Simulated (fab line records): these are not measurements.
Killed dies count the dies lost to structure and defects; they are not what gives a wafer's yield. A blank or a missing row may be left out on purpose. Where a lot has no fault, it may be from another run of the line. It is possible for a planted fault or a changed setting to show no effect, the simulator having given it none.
The tool behind it: which one? / flow nand_harc / Sampling: 13 lots, 39 wafers, 4 of 1159 route steps

## WHAT EACH GAUGE READ, for each wafer
NHARC_END_SORT_01.
lot=L814; measured=day 23 16:39; on=prober-02; killed_at_array=16 12 19; killed_at_other=1 0 0; killed_at_periphery=14 3 9; killed_dies=31 15 28; killed_open=3 1 9; killed_short=4 2 3

## WHICH TOOL RAN EACH LOT (tool, then ch and the chambers of the sampled wafers, then the start)
lot=L797; NHARC_P_ZERO_WELL_ETCH_65=rie_diel-09 ch 0,2,3, day 1 13:29; NHARC_A_BONDPAD_ANNEAL_28=rtp_anneal-02 ch 0, day 18 02:08; NHARC_HYBRID_BOND_ACTIVATE_00=rie_diel-04 ch 2,3, day 18 03:01
lot=L799; NHARC_P_ZERO_WELL_ETCH_65=rie_diel-07 ch 1,2, day 2 01:35; NHARC_A_BONDPAD_ANNEAL_28=rtp_anneal-01 ch 0, day 18 07:43; NHARC_HYBRID_BOND_ACTIVATE_00=rie_diel-04 ch 0,1,2, day 18 08:41
lot=L800; NHARC_P_ZERO_WELL_ETCH_65=rie_diel-07 ch 0,1,2, day 2 07:30; NHARC_A_BONDPAD_ANNEAL_28=rtp_anneal-01 ch 0, day 18 04:03; NHARC_HYBRID_BOND_ACTIVATE_00=rie_diel-04 ch 1,2,3, day 18 04:58
lot=L802; NHARC_P_ZERO_WELL_ETCH_65=rie_diel-07 ch 0,1, day 2 19:29; NHARC_A_BONDPAD_ANNEAL_28=rtp_anneal-02 ch 0, day 19 16:20; NHARC_HYBRID_BOND_ACTIVATE_00=rie_diel-04 ch 0,1,3, day 19 17:20
lot=L803; NHARC_P_ZERO_WELL_ETCH_65=rie_diel-09 ch 0,1,2, day 3 01:30; NHARC_A_BONDPAD_ANNEAL_28=rtp_anneal-01 ch 0, day 20 04:16; NHARC_HYBRID_BOND_ACTIVATE_00=rie_diel-04 ch 0,1,2, day 20 05:07
lot=L804; NHARC_P_ZERO_WELL_ETCH_65=rie_diel-08 ch 0,1, day 3 07:29; NHARC_A_BONDPAD_ANNEAL_28=rtp_anneal-02 ch 0, day 20 12:19; NHARC_HYBRID_BOND_ACTIVATE_00=rie_diel-12 ch 1,3, day 20 13:08
lot=L805; NHARC_P_ZERO_WELL_ETCH_65=rie_diel-07 ch 1,2,3, day 3 13:31; NHARC_A_BONDPAD_ANNEAL_28=rtp_anneal-01 ch 0, day 20 06:35; NHARC_HYBRID_BOND_ACTIVATE_00=rie_diel-01 ch 0,1,3, day 20 07:34
lot=L806; NHARC_P_ZERO_WELL_ETCH_65=rie_diel-09 ch 1,3, day 3 19:22; NHARC_A_BONDPAD_ANNEAL_28=rtp_anneal-01 ch 0, day 20 07:43; NHARC_HYBRID_BOND_ACTIVATE_00=rie_diel-01 ch 0,1,2, day 20 08:40
lot=L807; NHARC_P_ZERO_WELL_ETCH_65=rie_diel-09 ch 0,2,3, day 4 01:22; NHARC_A_BONDPAD_ANNEAL_28=rtp_anneal-01 ch 0, day 19 21:32; NHARC_HYBRID_BOND_ACTIVATE_00=rie_diel-04 ch 0,1,2, day 19 22:23
lot=L814; NHARC_P_ZERO_WELL_ETCH_65=rie_diel-07 ch 0,1,2, day 5 19:30; NHARC_A_BONDPAD_ANNEAL_28=rtp_anneal-01 ch 0, day 22 07:02; NHARC_HYBRID_BOND_ACTIVATE_00=rie_diel-04 ch 0,1,2, day 22 07:52
lot=L818; NHARC_P_ZERO_WELL_ETCH_65=rie_diel-09 ch 0,3, day 6 19:23; NHARC_A_BONDPAD_ANNEAL_28=rtp_anneal-01 ch 0, day 23 23:22; NHARC_HYBRID_BOND_ACTIVATE_00=rie_diel-04 ch 0,1,2, day 24 00:21
lot=L819; NHARC_P_ZERO_WELL_ETCH_65=rie_diel-08 ch 1,2,3, day 7 01:28; NHARC_A_BONDPAD_ANNEAL_28=rtp_anneal-01 ch 0, day 24 03:04; NHARC_HYBRID_BOND_ACTIVATE_00=rie_diel-04 ch 0,2,3, day 24 04:01
lot=L820; NHARC_P_ZERO_WELL_ETCH_65=rie_diel-08 ch 0,1,3, day 7 07:22; NHARC_A_BONDPAD_ANNEAL_28=rtp_anneal-02 ch 0, day 23 23:05; NHARC_HYBRID_BOND_ACTIVATE_00=rie_diel-04 ch 0,2, day 24 00:02
- NHARC_P_ZERO_WELL_ETCH_65: etches the open film in N2/H2, target depth 80 nm, overetch 24 nm, time 87.88 s.
- NHARC_A_BONDPAD_ANNEAL_28: time 90 s.
- NHARC_HYBRID_BOND_ACTIVATE_00: chemistry N2, time 60 s.

## WHAT THE TOOLS THEMSELVES READ (means of the sampled wafers that have a number; where no wafer has one, the mark that the record gives instead)
NHARC_P_ZERO_WELL_ETCH_65.
lot=L797; tool=rie_diel-09; drypump_motor_current_A (A)=5.4; n2_flow_sccm (sccm)=150.0; oes_product_au (a.u.)=0.997; rf_vpp_V (V)=431.9; showerhead_plenum_p_Torr (Torr)=2.10; throttle_valve_pct (%)=14.171
lot=L799; tool=rie_diel-07; drypump_motor_current_A (A)=6.2; n2_flow_sccm (sccm)=150.1; oes_product_au (a.u.)=1.002; rf_vpp_V (V)=430.3; showerhead_plenum_p_Torr (Torr)=2.00; throttle_valve_pct (%)=14.169
lot=L800; tool=rie_diel-07; drypump_motor_current_A (A)=5.9; n2_flow_sccm (sccm)=149.9; oes_product_au (a.u.)=0.997; rf_vpp_V (V)=431.2; showerhead_plenum_p_Torr (Torr)=2.03; throttle_valve_pct (%)=14.180
lot=L802; tool=rie_diel-07; drypump_motor_current_A (A)=5.6; n2_flow_sccm (sccm)=150.3; oes_product_au (a.u.)=0.979; rf_vpp_V (V)=430.6; showerhead_plenum_p_Torr (Torr)=2.05; throttle_valve_pct (%)=14.162
lot=L803; tool=rie_diel-09; drypump_motor_current_A (A)=5.4; n2_flow_sccm (sccm)=149.8; oes_product_au (a.u.)=0.994; rf_vpp_V (V)=431.2; showerhead_plenum_p_Torr (Torr)=2.09; throttle_valve_pct (%)=14.169
lot=L804; tool=rie_diel-08; drypump_motor_current_A (A)=5.7; n2_flow_sccm (sccm)=149.8; oes_product_au (a.u.)=0.984; rf_vpp_V (V)=430.1; showerhead_plenum_p_Torr (Torr)=2.04; throttle_valve_pct (%)=14.171
lot=L805; tool=rie_diel-07; drypump_motor_current_A (A)=5.8; n2_flow_sccm (sccm)=149.8; oes_product_au (a.u.)=1.008; rf_vpp_V (V)=431.0; showerhead_plenum_p_Torr (Torr)=2.06; throttle_valve_pct (%)=14.162
lot=L806; tool=rie_diel-09; drypump_motor_current_A (A)=5.2; n2_flow_sccm (sccm)=150.6; oes_product_au (a.u.)=0.992; rf_vpp_V (V)=432.7; showerhead_plenum_p_Torr (Torr)=2.16; throttle_valve_pct (%)=14.170
lot=L807; tool=rie_diel-09; drypump_motor_current_A (A)=5.4; n2_flow_sccm (sccm)=150.2; oes_product_au (a.u.)=1.005; rf_vpp_V (V)=431.8; showerhead_plenum_p_Torr (Torr)=2.10; throttle_valve_pct (%)=14.174
lot=L814; tool=rie_diel-07; drypump_motor_current_A (A)=5.9; n2_flow_sccm (sccm)=149.6; oes_product_au (a.u.)=1.001; rf_vpp_V (V)=429.8; showerhead_plenum_p_Torr (Torr)=2.03; throttle_valve_pct (%)=14.171
lot=L818; tool=rie_diel-09; drypump_motor_current_A (A)=5.2; n2_flow_sccm (sccm)=149.8; oes_product_au (a.u.)=1.025; rf_vpp_V (V)=432.5; showerhead_plenum_p_Torr (Torr)=2.10; throttle_valve_pct (%)=14.179
lot=L819; tool=rie_diel-08; drypump_motor_current_A (A)=5.7; n2_flow_sccm (sccm)=150.1; oes_product_au (a.u.)=1.005; rf_vpp_V (V)=429.3; showerhead_plenum_p_Torr (Torr)=1.99; throttle_valve_pct (%)=14.164
lot=L820; tool=rie_diel-08; drypump_motor_current_A (A)=5.5; n2_flow_sccm (sccm)=149.9; oes_product_au (a.u.)=1.003; rf_vpp_V (V)=431.6; showerhead_plenum_p_Torr (Torr)=2.08; throttle_valve_pct (%)=14.170

NHARC_A_BONDPAD_ANNEAL_28.
lot=L797 tool=rtp_anneal-02 wafer_temp_C_max=225.8
lot=L799 tool=rtp_anneal-01 wafer_temp_C_max=226.5
lot=L800 tool=rtp_anneal-01 wafer_temp_C_max=226.9
lot=L802 tool=rtp_anneal-02 wafer_temp_C_max=225.7
lot=L803 tool=rtp_anneal-01 wafer_temp_C_max=226.2
lot=L804 tool=rtp_anneal-02 wafer_temp_C_max=225.7
lot=L805 tool=rtp_anneal-01 wafer_temp_C_max=226.3
lot=L806 tool=rtp_anneal-01 wafer_temp_C_max=226.0
lot=L807 tool=rtp_anneal-01 wafer_temp_C_max=226.4
lot=L814 tool=rtp_anneal-01 wafer_temp_C_max=226.5
lot=L818 tool=rtp_anneal-01 wafer_temp_C_max=226.3
lot=L819 tool=rtp_anneal-01 wafer_temp_C_max=226.5
lot=L820 tool=rtp_anneal-02 wafer_temp_C_max=225.7

NHARC_HYBRID_BOND_ACTIVATE_00.
lot=L797; tool=rie_diel-04; drypump_motor_current_A (A)=5.3; n2_flow_sccm (sccm)=200.1; oes_product_au (a.u.)=0.981; rf_vpp_V (V)=64.4; showerhead_plenum_p_Torr (Torr)=1.72
lot=L799; tool=rie_diel-04; drypump_motor_current_A (A)=5.5; n2_flow_sccm (sccm)=200.3; oes_product_au (a.u.)=0.990; rf_vpp_V (V)=63.5; showerhead_plenum_p_Torr (Torr)=1.78
lot=L800; tool=rie_diel-04; drypump_motor_current_A (A)=5.5; n2_flow_sccm (sccm)=199.6; oes_product_au (a.u.)=0.985; rf_vpp_V (V)=64.6; showerhead_plenum_p_Torr (Torr)=1.75
lot=L802; tool=rie_diel-04; drypump_motor_current_A (A)=5.7; n2_flow_sccm (sccm)=200.1; oes_product_au (a.u.)=0.989; rf_vpp_V (V)=64.1; showerhead_plenum_p_Torr (Torr)=1.79
lot=L803; tool=rie_diel-04; drypump_motor_current_A (A)=5.4; n2_flow_sccm (sccm)=199.9; oes_product_au (a.u.)=0.986; rf_vpp_V (V)=64.5; showerhead_plenum_p_Torr (Torr)=1.77
lot=L804; tool=rie_diel-12; drypump_motor_current_A (A)=6.0; n2_flow_sccm (sccm)=200.2; oes_product_au (a.u.)=1.004; rf_vpp_V (V)=63.2; showerhead_plenum_p_Torr (Torr)=1.67
lot=L805; tool=rie_diel-01; drypump_motor_current_A (A)=5.8; n2_flow_sccm (sccm)=200.0; oes_product_au (a.u.)=0.994; rf_vpp_V (V)=63.8; showerhead_plenum_p_Torr (Torr)=1.76
lot=L806; tool=rie_diel-01; drypump_motor_current_A (A)=5.6; n2_flow_sccm (sccm)=199.2; oes_product_au (a.u.)=0.999; rf_vpp_V (V)=64.5; showerhead_plenum_p_Torr (Torr)=1.84
lot=L807; tool=rie_diel-04; drypump_motor_current_A (A)=5.4; n2_flow_sccm (sccm)=199.2; oes_product_au (a.u.)=0.987; rf_vpp_V (V)=64.9; showerhead_plenum_p_Torr (Torr)=1.77
lot=L814; tool=rie_diel-04; drypump_motor_current_A (A)=5.4; n2_flow_sccm (sccm)=200.2; oes_product_au (a.u.)=0.994; rf_vpp_V (V)=64.3; showerhead_plenum_p_Torr (Torr)=1.77
lot=L818; tool=rie_diel-04; drypump_motor_current_A (A)=5.4; n2_flow_sccm (sccm)=199.9; oes_product_au (a.u.)=0.998; rf_vpp_V (V)=64.0; showerhead_plenum_p_Torr (Torr)=1.77
lot=L819; tool=rie_diel-04; drypump_motor_current_A (A)=5.3; n2_flow_sccm (sccm)=199.7; oes_product_au (a.u.)=0.992; rf_vpp_V (V)=65.5; showerhead_plenum_p_Torr (Torr)=1.74
lot=L820; tool=rie_diel-04; drypump_motor_current_A (A)=5.2; n2_flow_sccm (sccm)=199.9; oes_product_au (a.u.)=1.007; rf_vpp_V (V)=64.3; showerhead_plenum_p_Torr (Torr)=1.77

## THE ANSWER, worked out from the rows above alone
Rule: the usual values come from the lots themselves. Put in order of their means at a reading, lots are off if they are a third of the lots or fewer, leave a main group of 4 or more, and stand apart from it by a gap of 3 or more times the standard deviation of the main group's means; of several such gaps the widest counts. A main group is skipped when, at the precision printed for the reading in the tables above, its means are all equal. Also off: a lot with no number at a reading for which 4 or more lots have one. All remaining lots with rows at the step are treated as sound. After the gauges, taken in route order, come the tools' own readings; for these a lot's mean is taken, as printed above. The first step at which some lot is off is used, and at that step the reading that is off furthest; a lot without a number counts as furthest.
Nothing can be told from this: no lot is off at any reading shown.

## WHAT THE SIMULATOR PUT IN
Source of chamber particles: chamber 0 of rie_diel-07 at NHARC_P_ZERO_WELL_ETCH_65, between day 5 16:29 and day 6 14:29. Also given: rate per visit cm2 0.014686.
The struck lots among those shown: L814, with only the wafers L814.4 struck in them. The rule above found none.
